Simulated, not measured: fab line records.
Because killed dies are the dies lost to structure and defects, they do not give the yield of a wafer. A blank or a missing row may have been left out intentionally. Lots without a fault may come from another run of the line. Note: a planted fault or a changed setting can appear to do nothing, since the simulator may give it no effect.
What tool caused it? -- flow n5 finfet -- Sampling: 12 lots, 36 wafers, 4 of 1938 route steps

## WHAT THE GAUGES READ, wafer by wafer
N5_SDB_INSPECT_36: inspects for defects (darkfield).
lot,measured,on,raw defect count
L075,day 4 08:42,defect inspect-02,27 21 15
L077,day 4 16:54,defect inspect-02,36 45 41
L079,day 5 06:41,defect inspect-02,30 39 39
L081,day 5 17:25,defect inspect-01,35 56 33
L083,day 6 02:17,defect inspect-02,26 69 34
L085,day 6 18:16,defect inspect-02,42 29 31
L087,day 7 04:37,defect inspect-01,60 29 27
L089,day 7 19:11,defect inspect-01,39 46 22
L091,day 8 05:35,defect inspect-01,30 30 42
L093,day 8 17:30,defect inspect-02,25 27 21
L095,day 9 04:11,defect inspect-01,25 22 33
L097,day 9 16:45,defect inspect-02,19 30 30

## WHICH TOOL RAN EACH LOT (tool, then ch and the chambers of the sampled wafers, then the start)
lot,N5_SDB_DESCUM_16,N5_SDB_STRIP_21,N5_SDB_CMP_30
L075,"rie diel-02 ch 0,2,3, day 4 04:52","rie diel-02 ch 0,2,3, day 4 05:04","cmp-03 ch 0,2,3, day 4 08:29"
L077,"rie diel-05 ch 0,1,2, day 4 12:48","rie diel-05 ch 0,1,2, day 4 13:00","cmp-03 ch 1,2,3, day 4 16:37"
L079,"rie diel-06 ch 0,3, day 5 02:35","rie diel-06 ch 0,3, day 5 02:48","cmp-03 ch 0,1,3, day 5 06:26"
L081,"rie diel-05 ch 2,3, day 5 13:28","rie diel-05 ch 2,3, day 5 13:41","cmp-04 ch 0,2,3, day 5 17:07"
L083,"rie diel-02 ch 0,2,3, day 5 22:10","rie diel-02 ch 0,2,3, day 5 22:22","cmp-04 ch 1,2, day 6 02:01"
L085,"rie diel-05 ch 1,2, day 6 13:42","rie diel-05 ch 1,2, day 6 13:55","cmp-04 ch 2,3, day 6 17:59"
L087,"rie diel-06 ch 0,1,2, day 7 00:46","rie diel-06 ch 0,1,2, day 7 00:58","cmp-03 ch 1,2, day 7 04:17"
L089,"rie diel-06 ch 2,3, day 7 15:20","rie diel-06 ch 2,3, day 7 15:32","cmp-04 ch 0,3, day 7 18:52"
L091,"rie diel-06 ch 0,2, day 8 01:44","rie diel-06 ch 0,2, day 8 01:56","cmp-02 ch 1,3, day 8 05:16"
L093,"rie diel-05 ch 0,2,3, day 8 13:39","rie diel-05 ch 0,2,3, day 8 13:52","cmp-02 ch 0,1,2, day 8 17:15"
L095,"rie diel-06 ch 0,1,2, day 8 23:58","rie diel-06 ch 0,1,2, day 9 00:10","cmp-03 ch 0,1,2, day 9 03:52"
L097,"rie diel-06 ch 0,1,2, day 9 12:54","rie diel-06 ch 0,1,2, day 9 13:07","cmp-03 ch 1,2,3, day 9 16:32"
- N5_SDB_DESCUM_16: chemistry O2, time 7.9 s.
- N5_SDB_STRIP_21: strips in CF4.
- N5_SDB_CMP_30: polishes, stops on poly-Si, t overpolish 1.54 s, target thk 30 nm.

## THE ANSWER, worked out from the rows above alone
Rule: the lots themselves supply what counts as usual. Put in order of their means at a reading, lots are off if they are a third of the lots or fewer, leave a main group of 4 or more, and stand apart from it by a gap of 3 or more times the standard deviation of the main group's means; of several such gaps the widest counts. A main group whose means are all the same, to the digits that the tables above print for the reading, isn't used. Also off: a lot with no number at a reading for which 4 or more lots have one. Any other lot the step has rows for is counted as sound.
No lot is off on any of the readings shown, so nothing can be concluded from this.

## WHAT HAD BEEN PUT IN BY THE SIMULATOR
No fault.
